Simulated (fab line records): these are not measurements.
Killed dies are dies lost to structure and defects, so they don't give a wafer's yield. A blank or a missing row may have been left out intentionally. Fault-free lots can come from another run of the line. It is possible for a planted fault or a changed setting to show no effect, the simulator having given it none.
Chamber matching    flow n5Finfet    N5_BEOL_M14_TRENCH_ETCH_34 on rieDiel-05 has 4 sister chambers
The step etches SiO2 in C4F8/O2/Ar, target depth 556.65 nm, time 126.9 s. 4 wafers are shown with their chamber, then 9 later ones without.

## WAFERS, EACH WITH ITS CHAMBER
wafer   chamber  showerheadPlenumPTorr (Torr)
L077.4  2        3.17
L084.4  0        3.23
L085.4  3        3.48
L085.5  1        3.33

## WAFERS WITHOUT THEIR CHAMBER
wafer   showerheadPlenumPTorr (Torr)
L086.1  3.23
L086.2  3.15
L086.6  3.15
L089.1  3.48
L089.4  3.33
L089.6  3.15
L096.2  3.47
L096.4  3.62
L096.6  3.47

## THE CHAMBER EACH PASSED THROUGH
wafer    from the rows above       in truth
L086.1   can't be placed: 0 or 2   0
L086.2   can't be placed: 2 or 0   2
L086.6   can't be placed: 2 or 0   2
L089.1   3                         3
L089.4   1                         1
L089.6   can't be placed: 2 or 0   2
L096.2   3                         3
L096.4   3                         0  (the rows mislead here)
L096.6   3                         3
Correctly placed: 4 of 9. From these rows, 4 cannot be placed; in 4 the true chamber is one of the candidates. 1 placed wrongly.
How it was worked out, from the rows above alone: a wafer's distance from a chamber is the root of the sum, over the readings, of the square of ((its reading less the chamber's mean) divided by the reading's scatter). If the next closest chamber is less than 2 further off than the closest, the wafer can't be placed; otherwise it belongs to the closest. The mean given for a chamber averages the wafers shown for that chamber. The scatter: root of mean squared gap, hidden wafer to nearest shown wafer, with one shown wafer a chamber.
